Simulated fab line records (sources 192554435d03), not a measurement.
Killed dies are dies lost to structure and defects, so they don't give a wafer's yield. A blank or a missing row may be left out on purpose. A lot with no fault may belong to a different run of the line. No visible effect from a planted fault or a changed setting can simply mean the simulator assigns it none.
Split-lot trial / flow n5Finfet / route with 1938 steps; 7 lots, 39 wafers read

== SPLIT DETAILS ==
At N5_BEOL_M11_PECVD_70 (deposits SiO2 from TEOS/O2, target thk 20 nm, time 22.7 s), the setting timeS was moved away from the recipe's 22.7 s on 15 of the 39 wafers read, by -59.6% to +43.9%. For the rest of the wafers, this setting stayed at what the recipe calls for.

== FROM THE SPLIT TO THE READING: what the file shows between them, 4 steps ==
- N5_BEOL_M11_HM_DEP_02: deposits TiN, target thk 20 nm
- N5_BEOL_M11_COAT_59: time 60 s, resist thk 100 nm
- N5_BEOL_M11_ECD_50: material Cu, target thk 318 nm
- N5_BEOL_M11_ANNEAL_51: time 90 s

== THE READING ==
barrierFieldEndpointS, in s, at N5_BEOL_M11_CMP_52 (polishes, stops on SiCOH lowk, t overpolish 7 s, target thk 140 nm). Typical for fault-free wafers on this fab line: 29.0 s, with standard deviation 0.63 s.

wafer=L074.2; tool, chamber at the split=pecvd-04, 2; timeS as run, s=22.7; against the recipe=recipe; barrierFieldEndpointS, s=29.2; against lot-mates on the recipe=-
wafer=L074.3; tool, chamber at the split=pecvd-04, 1; timeS as run, s=22.7; against the recipe=recipe; barrierFieldEndpointS, s=29.2; against lot-mates on the recipe=-
wafer=L074.4; tool, chamber at the split=pecvd-04, 0; timeS as run, s=32.67; against the recipe=+43.9%; barrierFieldEndpointS, s=39.1; against lot-mates on the recipe=+9.7
wafer=L074.1; tool, chamber at the split=pecvd-04, 0; timeS as run, s=32.67; against the recipe=+43.9%; barrierFieldEndpointS, s=39.5; against lot-mates on the recipe=+10.1
wafer=L074.5; tool, chamber at the split=pecvd-04, 1; timeS as run, s=32.67; against the recipe=+43.9%; barrierFieldEndpointS, s=39.7; against lot-mates on the recipe=+10.3
wafer=L074.6; tool, chamber at the split=pecvd-04, 2; timeS as run, s=22.7; against the recipe=recipe; barrierFieldEndpointS, s=29.8; against lot-mates on the recipe=-
wafer=L078.2; tool, chamber at the split=pecvd-04, 1; timeS as run, s=22.7; against the recipe=recipe; barrierFieldEndpointS, s=29.0; against lot-mates on the recipe=-
wafer=L078.4; tool, chamber at the split=pecvd-04, 2; timeS as run, s=22.7; against the recipe=recipe; barrierFieldEndpointS, s=30.1; against lot-mates on the recipe=-
wafer=L078.1; tool, chamber at the split=pecvd-04, 2; timeS as run, s=29.22; against the recipe=+28.7%; barrierFieldEndpointS, s=35.4; against lot-mates on the recipe=+6.3
wafer=L078.3; tool, chamber at the split=pecvd-04, 0; timeS as run, s=22.7; against the recipe=recipe; barrierFieldEndpointS, s=28.3; against lot-mates on the recipe=-
wafer=L078.5; tool, chamber at the split=pecvd-04, 0; timeS as run, s=29.22; against the recipe=+28.7%; barrierFieldEndpointS, s=35.8; against lot-mates on the recipe=+6.7
wafer=L078.6; tool, chamber at the split=pecvd-04, 1; timeS as run, s=29.22; against the recipe=+28.7%; barrierFieldEndpointS, s=35.7; against lot-mates on the recipe=+6.6
wafer=L079.3; tool, chamber at the split=pecvd-01, 1,0,1; timeS as run, s=22.7; against the recipe=recipe; barrierFieldEndpointS, s=29.9; against lot-mates on the recipe=-
wafer=L079.2; tool, chamber at the split=pecvd-01, 2; timeS as run, s=22.7; against the recipe=recipe; barrierFieldEndpointS, s=28.9; against lot-mates on the recipe=-
wafer=L079.4; tool, chamber at the split=pecvd-01, 1,0,1; timeS as run, s=22.7; against the recipe=recipe; barrierFieldEndpointS, s=28.6; against lot-mates on the recipe=-
wafer=L079.1; tool, chamber at the split=pecvd-01, 1,0,1; timeS as run, s=22.7; against the recipe=recipe; barrierFieldEndpointS, s=30.3; against lot-mates on the recipe=-
wafer=L079.6; tool, chamber at the split=pecvd-01, 0,2; timeS as run, s=22.7; against the recipe=recipe; barrierFieldEndpointS, s=30.2; against lot-mates on the recipe=-
wafer=L079.5; tool, chamber at the split=pecvd-01, 0,2; timeS as run, s=22.7; against the recipe=recipe; barrierFieldEndpointS, s=29.8; against lot-mates on the recipe=-
wafer=L082.3; tool, chamber at the split=pecvd-02, 1; timeS as run, s=22.7; against the recipe=recipe; barrierFieldEndpointS, s=29.2; against lot-mates on the recipe=-
wafer=L082.2; tool, chamber at the split=pecvd-02, 0; timeS as run, s=22.7; against the recipe=recipe; barrierFieldEndpointS, s=28.8; against lot-mates on the recipe=-
wafer=L082.6; tool, chamber at the split=pecvd-02, 1; timeS as run, s=22.7; against the recipe=recipe; barrierFieldEndpointS, s=28.7; against lot-mates on the recipe=-
wafer=L085.2; tool, chamber at the split=pecvd-04, 1; timeS as run, s=12.43; against the recipe=-45.2%; barrierFieldEndpointS, s=18.3; against lot-mates on the recipe=-10.3
wafer=L085.4; tool, chamber at the split=pecvd-04, 1; timeS as run, s=12.43; against the recipe=-45.2%; barrierFieldEndpointS, s=18.3; against lot-mates on the recipe=-10.3
wafer=L085.3; tool, chamber at the split=pecvd-04, 2; timeS as run, s=22.7; against the recipe=recipe; barrierFieldEndpointS, s=28.4; against lot-mates on the recipe=-
wafer=L085.1; tool, chamber at the split=pecvd-04, 0; timeS as run, s=12.43; against the recipe=-45.2%; barrierFieldEndpointS, s=18.1; against lot-mates on the recipe=-10.5
wafer=L085.5; tool, chamber at the split=pecvd-04, 2,0; timeS as run, s=22.7; against the recipe=recipe; barrierFieldEndpointS, s=28.7; against lot-mates on the recipe=-
wafer=L085.6; tool, chamber at the split=pecvd-04, 2,0; timeS as run, s=22.7; against the recipe=recipe; barrierFieldEndpointS, s=28.8; against lot-mates on the recipe=-
wafer=L089.2; tool, chamber at the split=pecvd-02, 1; timeS as run, s=22.7; against the recipe=recipe; barrierFieldEndpointS, s=27.9; against lot-mates on the recipe=-
wafer=L089.1; tool, chamber at the split=pecvd-02, 2; timeS as run, s=22.7; against the recipe=recipe; barrierFieldEndpointS, s=29.1; against lot-mates on the recipe=-
wafer=L089.4; tool, chamber at the split=pecvd-02, 0; timeS as run, s=9.166; against the recipe=-59.6%; barrierFieldEndpointS, s=14.9; against lot-mates on the recipe=-14.0
wafer=L089.3; tool, chamber at the split=pecvd-02, 0; timeS as run, s=22.7; against the recipe=recipe; barrierFieldEndpointS, s=29.8; against lot-mates on the recipe=-
wafer=L089.5; tool, chamber at the split=pecvd-02, 2; timeS as run, s=9.166; against the recipe=-59.6%; barrierFieldEndpointS, s=14.6; against lot-mates on the recipe=-14.3
wafer=L089.6; tool, chamber at the split=pecvd-02, 1; timeS as run, s=9.166; against the recipe=-59.6%; barrierFieldEndpointS, s=14.8; against lot-mates on the recipe=-14.1
wafer=L090.3; tool, chamber at the split=pecvd-04, 2; timeS as run, s=22.7; against the recipe=recipe; barrierFieldEndpointS, s=29.1; against lot-mates on the recipe=-
wafer=L090.4; tool, chamber at the split=pecvd-04, 2; timeS as run, s=32.3; against the recipe=+42.3%; barrierFieldEndpointS, s=39.6; against lot-mates on the recipe=+10.4
wafer=L090.1; tool, chamber at the split=pecvd-04, 1,0; timeS as run, s=32.3; against the recipe=+42.3%; barrierFieldEndpointS, s=38.6; against lot-mates on the recipe=+9.4
wafer=L090.2; tool, chamber at the split=pecvd-04, 1,0; timeS as run, s=32.3; against the recipe=+42.3%; barrierFieldEndpointS, s=39.7; against lot-mates on the recipe=+10.5
wafer=L090.6; tool, chamber at the split=pecvd-04, 1; timeS as run, s=22.7; against the recipe=recipe; barrierFieldEndpointS, s=29.7; against lot-mates on the recipe=-
wafer=L090.5; tool, chamber at the split=pecvd-04, 0; timeS as run, s=22.7; against the recipe=recipe; barrierFieldEndpointS, s=28.8; against lot-mates on the recipe=-
The file does not say which wafer passed through which chamber wherever a row lists several chambers: such a row stands for several wafers.

THE FIT
A straight line over all 39 wafers: barrierFieldEndpointS changes by +0.238 s for each +1% of timeS; r = +1.00; the points scatter about the line by 0.55 s.
The same after taking each lot's own level away (the mean of its wafers on the recipe; 39 wafers): +0.234 s for each +1%; r = +1.00; scatter 0.48 s.
According to that fit, moving timeS by its largest amount changes the reading by 14 s.
Measured against the standard deviation above, the lots' own levels, which go from 28.63 to 29.62 s, span 1.6 times it.
Consequently the slope shifts little with the lot-to-lot level, the two slopes agreeing.
Check: for one of the wafers moved furthest among these (-59.6%), held out of the fit, the line's prediction against its lot-mates is -13.9 s. Against them it came out at -14 s.

== THE OTHER SPLITS THESE WAFERS WENT THROUGH ==
Other splits were also applied to these wafers ahead of the reading. Each is held against what the fit with the lots' levels taken away leaves over:
other split on the same wafers=N5_BEOL_M6_ILD_DEP_00 timeS; wafers away from the commonest value=15; r with barrierFieldEndpointS (lot level and that fit taken away)=-0.23
other split on the same wafers=N5_BEOL_M7_TRENCH_ETCH_37 timeS; wafers away from the commonest value=15; r with barrierFieldEndpointS (lot level and that fit taken away)=+0.10

== THE WHOLE CHAIN: every reading that the file lists as answering this split, in the file's order ==
step=N5_BEOL_M11_PECVD_70; what it does=deposits SiO2 from TEOS/O2, target thk 20 nm, time 22.7 s; reading=SiO2_of_BEOL_M11_PECVD_70.thkNm (the simulator's own value, which no gauge read); change (the file's fit)=+0.192 nm for each +1% of the setting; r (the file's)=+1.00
step=N5_BEOL_M11_CMP_52; what it does=polishes, stops on SiCOH lowk, t overpolish 7 s, target thk 140 nm; reading=barrierFieldEndpointS; change (the file's fit)=+0.233 s for each +1% of the setting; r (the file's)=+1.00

== THE FILE'S OWN FIT ==
barrierFieldEndpointS changes by +0.233 s for each +1% of timeS, r = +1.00.
